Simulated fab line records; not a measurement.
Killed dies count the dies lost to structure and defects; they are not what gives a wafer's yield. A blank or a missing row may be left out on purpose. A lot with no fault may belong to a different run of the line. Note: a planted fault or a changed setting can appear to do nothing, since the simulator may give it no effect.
Problem report, 8D (eight disciplines) form, completed by code ; flow n5-finfet ; the parts of the form that need people (team, actions taken, sign-off) are left out

## 1. THE PROBLEM
At N5_MOL_CONTACT_COAG_ETCH_59, etch-rf-on-time-s averages 15.3 s over 3 wafers from 2 lots, while fault-free wafers read 10.3 s, standard deviation 0.32. Measured from the usual mean, that is +16 standard deviations.
The step: etches underlayer in N2/H2, target depth 13 nm, time 10.4 s.
The first sign was on wafer L292.1 at day 8 20:28, on rie-diel-05. The record holds 33 wafers of 11 lots with a number at this step. Rule for "out" (also "out of limits"): further than 4 standard deviations from the usual mean. The rest of the wafers with a number are treated as sound.

## 2. WHAT IT IS, AND WHAT IT ISN'T
question;is;is not
which readings at this step;etch-rf-on-time-s;drypump-motor-current-A, h2-flow-sccm, rf-vpp-V, showerhead-plenum-p-Torr, throttle-valve-pct
which lots;L292, L293;L275, L276, L277, L278, L284, L287, L295, L296, L297
which wafers of those lots;L292.1, L292.4, L293.5;L292.2, L293.2, L293.3
read on which tools;rie-diel-05;rie-diel-01, rie-diel-03
when;from day 8 20:28;"up to then (19 sound wafers); but 11 sound wafers of L293, L295, L296, L297 came after"

## 3. THE SUSPECTS, EACH WITH WHAT RULES IT OUT
Counting: if a tool at a process step up to the reading ran every lot that is out, it stays a suspect. Sound lots after the first of them don't rule it out here, since some wafers of a struck lot are sound.
- rie-diel-05 at N5_MOL_CONTACT_COAG_ETCH_59 (etches underlayer in N2/H2, target depth 13 nm, time 10.4 s): kept. It ran every lot that is out, first L292 (day 8 20:28); its last sound lot up to then is L287 (day 7 19:10). Its own etch-rf-on-time-s readings are out on those wafers.
The count leaves rie-diel-05 at N5_MOL_CONTACT_COAG_ETCH_59.

## 4. THE CAUSE (what the simulator had put in)
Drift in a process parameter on rie-diel-05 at N5_MOL_CONTACT_COAG_ETCH_59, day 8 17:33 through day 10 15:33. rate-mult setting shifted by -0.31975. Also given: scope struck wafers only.
This tool alone remained once counting was done.

## 5. THE CHAIN OF EFFECTS, in route order
Each row: a reading whose mean over the struck wafers that have a number lies more than 3 standard deviations from the usual. Only readings for which the record gives a usual standard deviation are gone through. hours: the time from each lot's start at the first step in this table that gives one to its start at this step, as a median over the lots. sigmas: the change in usual standard deviations.
hours;step;reading;usual;on struck wafers;change;sigmas
0;N5_MOL_CONTACT_COAG_ETCH_59;etch-rf-on-time-s;10.3 s;15.3;+5.0;+16
Its process steps:
- N5_MOL_CONTACT_COAG_ETCH_59: etches underlayer in N2/H2, target depth 13 nm, time 10.4 s.

## 6. WHAT WOULD HAVE CAUGHT IT SOONER
In this record no reading fell out of limits until day 8 20:28, 3 hours after the fault had begun at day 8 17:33.
